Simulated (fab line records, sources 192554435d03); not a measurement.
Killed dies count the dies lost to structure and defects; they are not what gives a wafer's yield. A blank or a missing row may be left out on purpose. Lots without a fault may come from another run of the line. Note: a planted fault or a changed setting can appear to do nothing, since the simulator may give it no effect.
What tool caused it? | flow n5Finfet | Sampling: 10 lots, 30 wafers, 5 of 1938 route steps

WHAT THE GAUGES SHOWED, per wafer
N5_BEOL_M4_RC_MEAS_101. Usual: DIBL_N 36.5 mV/V, standard deviation 1.2; DIBL_P 36.5 mV/V, standard deviation 1.6; IOFF_N 0.162 nA/um, standard deviation 0.023; IOFF_P 0.221 nA/um, standard deviation 0.03; ION_N 678 uA/um, standard deviation 8; ION_P 466 uA/um, standard deviation 6.3; SS_N 71.6 mV/dec, standard deviation 0.46; SS_P 73.3 mV/dec, standard deviation 0.57; VT_N 249.2 mV, standard deviation 2.6; VT_P -249 mV, standard deviation 3.3.
lot  | measured     | on        | DIBL_N (mV/V)  | DIBL_P (mV/V)  | IOFF_N (nA/um)    | IOFF_P (nA/um)    | ION_N (uA/um) | ION_P (uA/um) | SS_N (mV/dec)  | SS_P (mV/dec)  | VT_N (mV)         | VT_P (mV)      | flag
L904 | day 8 15:49  | prober-02 | 38.6 36.6 37.1 | 36.2 34.8 34.5 | 0.178 0.144 0.149 | 0.225 0.207 0.197 | 683 665 679   | 463 460 463   | 71.8 71.2 72.2 | 73.7 73.2 72.9 | 247.0 249.8 249.5 | -252 -250 -252 | 
L905 | day 10 11:47 | prober-02 | 36.0 37.7 38.3 | 36.5 39.4 39.4 | 0.144 0.172 0.186 | 0.206 0.268 0.272 | 675 675 688   | 469 476 475   | 71.5 71.9 71.6 | 73.3 73.8 73.1 | 252.9 246.7 248.1 | -250 -247 -244 | 
L907 | day 10 19:10 | prober-02 | 34.9 35.4 36.6 | 33.9 32.9 34.1 | 0.131 0.129 0.145 | 0.212 0.198 0.216 | 674 664 668   | 468 456 469   | 71.7 71.5 72.1 | 72.4 72.3 72.4 | 250.3 253.1 250.4 | -247 -251 -247 | 
L909 | day 11 11:25 | prober-02 | 36.1 36.5 35.3 | 37.8 37.9 36.7 | 0.161 0.169 0.151 | 0.257 0.252 0.234 | 681 686 677   | 471 475 470   | 72.2 72.2 72.2 | 74.1 73.7 73.3 | 250.2 248.9 248.3 | -245 -245 -245 | 
L912 | day 11 17:20 | prober-02 | 35.8 35.8 35.5 | 36.0 36.5 35.2 | 0.152 0.151 0.148 | 0.205 0.210 0.194 | 680 669 682   | 465 458 464   | 71.8 71.4 71.0 | 73.0 73.1 73.2 | 252.3 249.7 250.3 | -252 -250 -252 | 
L915 | day 12 23:46 | prober-02 | 35.7 36.7 36.8 | 35.1 35.9 36.9 | 0.158 0.175 0.188 | 0.179 0.192 0.210 | 681 680 689   | 454 455 463   | 71.3 71.9 72.1 | 73.0 73.6 73.7 | 252.5 246.2 249.9 | -254 -254 -250 | 
L926 | day 15 21:52 | prober-02 | 36.5 34.9 34.3 | 36.1 33.7 34.0 | 0.189 0.157 0.154 | 0.268 0.225 0.230 | 692 680 686   | 478 474 477   | 71.5 71.4 71.4 | 73.4 72.5 72.6 | 246.6 248.0 248.0 | -241 -245 -246 | 
L925 | day 16 01:32 | prober-02 | 37.5 37.1 35.6 | 37.2 36.5 34.3 | 0.169 0.147 0.125 | 0.210 0.203 0.176 | 675 669 668   | 462 462 459   | 72.1 72.0 70.9 | 73.1 72.9 73.2 | 250.7 251.4 253.9 | -251 -249 -252 | 
L924 | day 16 04:32 | prober-01 | 38.0 37.1 36.0 | 36.7 35.6 34.9 | 0.167 0.155 0.138 | 0.214 0.203 0.189 | 674 677 672   | 462 465 464   | 72.0 71.5 71.7 | 74.3 72.9 73.1 | 246.7 248.8 250.6 | -249 -250 -249 | 
L927 | day 16 07:52 | prober-02 | 38.1 37.7 39.2 | 38.1 36.9 38.9 | 0.181 0.170 0.206 | 0.251 0.233 0.258 | 678 691 690   | 468 469 463   | 72.3 72.2 72.1 | 74.5 74.4 73.9 | 248.3 249.1 245.9 | -249 -247 -249 | 

EACH LOT AND THE TOOL THAT RAN IT (in order: tool; ch and the chambers of the sampled wafers; start)
lot  | N5_BEOL_M4_ALD_98                | N5_BEOL_M4_CVD_47               | N5_BEOL_M4_ANNEAL_80        | N5_BEOL_M4_SPUTTER_81
L904 | aldSin-02 ch 0,1, day 8 01:04    | cvdCo-02 ch 0,1,2, day 8 12:25  | pvdSputter-03, day 8 12:55  | pvdSputter-03, day 8 13:03
L905 | aldSin-01 ch 1,2,3, day 9 21:49  | cvdCo-02 ch 0,1,2, day 10 06:52 | pvdSputter-02, day 10 07:23 | pvdSputter-02, day 10 07:32
L907 | aldSin-01 ch 0,1,3, day 10 14:14 | cvdCo-01 ch 0,1,2, day 10 16:09 | pvdSputter-02, day 10 16:37 | pvdSputter-02, day 10 16:45
L909 | aldSin-03 ch 0,2,3, day 10 21:06 | cvdCo-02 ch 1,2, day 11 08:04   | pvdSputter-01, day 11 08:32 | pvdSputter-01, day 11 08:41
L912 | aldSin-03 ch 0,2,3, day 11 01:07 | cvdCo-02 ch 0,1,2, day 11 14:05 | pvdSputter-03, day 11 14:37 | pvdSputter-03, day 11 14:45
L915 | aldSin-01 ch 1,2,3, day 12 17:22 | cvdCo-02 ch 0,1, day 12 20:27   | pvdSputter-01, day 12 20:56 | pvdSputter-01, day 12 21:04
L926 | aldSin-02 ch 0,2,3, day 15 15:48 | cvdCo-01 ch 0,1,2, day 15 18:50 | pvdSputter-02, day 15 19:18 | pvdSputter-02, day 15 19:26
L925 | aldSin-03 ch 0,1,3, day 15 16:20 | cvdCo-02 ch 0,1, day 15 22:19   | pvdSputter-02, day 15 22:58 | pvdSputter-02, day 15 23:06
L924 | aldSin-01 ch 0,1,2, day 15 19:22 | cvdCo-02 ch 0,2, day 16 01:26   | pvdSputter-01, day 16 01:58 | pvdSputter-01, day 16 02:06
L927 | aldSin-01 ch 1,2, day 15 20:53   | cvdCo-01 ch 0,1,2, day 16 04:26 | pvdSputter-02, day 16 04:50 | pvdSputter-02, day 16 04:59
- N5_BEOL_M4_ALD_98: deposits SiO2, target thk 2.5 nm, pulse time 1 s, co reactant pulse time 1 s.
- N5_BEOL_M4_CVD_47: deposits Co from CCTBA/H2, target thk 3 nm, time 223.8 s.
- N5_BEOL_M4_ANNEAL_80: time 240 s.
- N5_BEOL_M4_SPUTTER_81: material Cu, target thk 4.5 nm, time 8.29 s.

WHAT THE TOOLS THEMSELVES READ (means of the sampled wafers that have a number; where no wafer has one, the mark that the record gives instead)
N5_BEOL_M4_ALD_98. Usual: heaterPowerW 79 W, standard deviation 9.2; precursorPulseHeightRel 0.998, standard deviation 0.02.
lot  | tool      | heaterPowerW (W) | precursorPulseHeightRel | flag
L904 | aldSin-02 | 75               | 1.010                   | 
L905 | aldSin-01 | 77               | 0.998                   | 
L907 | aldSin-01 | 79               | 0.989                   | 
L909 | aldSin-03 | 80               | 1.015                   | 
L912 | aldSin-03 | 80               | 0.989                   | 
L915 | aldSin-01 | 78               | 0.995                   | 
L926 | aldSin-02 | 72               | 1.002                   | 
L925 | aldSin-03 | 74               | 0.999                   | 
L924 | aldSin-01 | 85               | 1.004                   | 
L927 | aldSin-01 | 85               | 0.988                   | 

N5_BEOL_M4_CVD_47. Usual: runLengthS at 246.7 s, with a standard deviation of 0.45.
lot  | tool     | runLengthS (s) | flag
L904 | cvdCo-02 | 246.6          | 
L905 | cvdCo-02 | 246.9          | 
L907 | cvdCo-01 | 246.8          | 
L909 | cvdCo-02 | 246.8          | 
L912 | cvdCo-02 | 246.8          | 
L915 | cvdCo-02 | 302.4          | OFF
L926 | cvdCo-01 | 246.9          | 
L925 | cvdCo-02 | 246.3          | 
L924 | cvdCo-02 | 246.9          | 
L927 | cvdCo-01 | 246.3          | 

N5_BEOL_M4_ANNEAL_80. Usual: heaterPowerW at 883 W, with a standard deviation of 85.
lot  | tool          | heaterPowerW (W) | flag
L904 | pvdSputter-03 | 784              | 
L905 | pvdSputter-02 | 894              | 
L907 | pvdSputter-02 | 900              | 
L909 | pvdSputter-01 | 918              | 
L912 | pvdSputter-03 | 734              | 
L915 | pvdSputter-01 | 886              | 
L926 | pvdSputter-02 | 875              | 
L925 | pvdSputter-02 | 916              | 
L924 | pvdSputter-01 | 877              | 
L927 | pvdSputter-02 | 884              | 

N5_BEOL_M4_SPUTTER_81. Usual: chuckSensorTempC -15.8 C, standard deviation 0.5; throttleValvePct 29.8 %, standard deviation 1.1.
lot  | tool          | chuckSensorTempC (C) | throttleValvePct (%) | flag
L904 | pvdSputter-03 | -16.1                | 29.2                 | 
L905 | pvdSputter-02 | -15.7                | 30.6                 | 
L907 | pvdSputter-02 | -15.9                | 30.2                 | 
L909 | pvdSputter-01 | -15.8                | 29.8                 | 
L912 | pvdSputter-03 | -16.3                | 29.3                 | 
L915 | pvdSputter-01 | -15.5                | 29.6                 | 
L926 | pvdSputter-02 | -16.2                | 30.0                 | 
L925 | pvdSputter-02 | -16.1                | 29.6                 | 
L924 | pvdSputter-01 | -15.6                | 29.1                 | 
L927 | pvdSputter-02 | -15.7                | 30.6                 | 

THE ANSWER, worked out from the rows above alone
Rule: a lot is off if the mean of its wafers that have a number lies more than 3 standard deviations from the usual mean. Also off: a lot with no number at a reading for which 4 or more lots have one. Where the step has rows for the other lots, those lots are counted as sound. The gauges are gone through in route order, then the tools' own readings, and for those a lot's mean is taken as printed above. The first step at which some lot is off is used, and at that step the reading that is off furthest; a lot without a number counts as furthest.
Off: L915 (N5_BEOL_M4_CVD_47, runLengthS).
A tool fits if, at that step or a process step before it, it ran every lot that is off, and no sound lot after the first of them. Not one of the candidates tried fits.

WHAT THE SIMULATOR HAD PUT IN
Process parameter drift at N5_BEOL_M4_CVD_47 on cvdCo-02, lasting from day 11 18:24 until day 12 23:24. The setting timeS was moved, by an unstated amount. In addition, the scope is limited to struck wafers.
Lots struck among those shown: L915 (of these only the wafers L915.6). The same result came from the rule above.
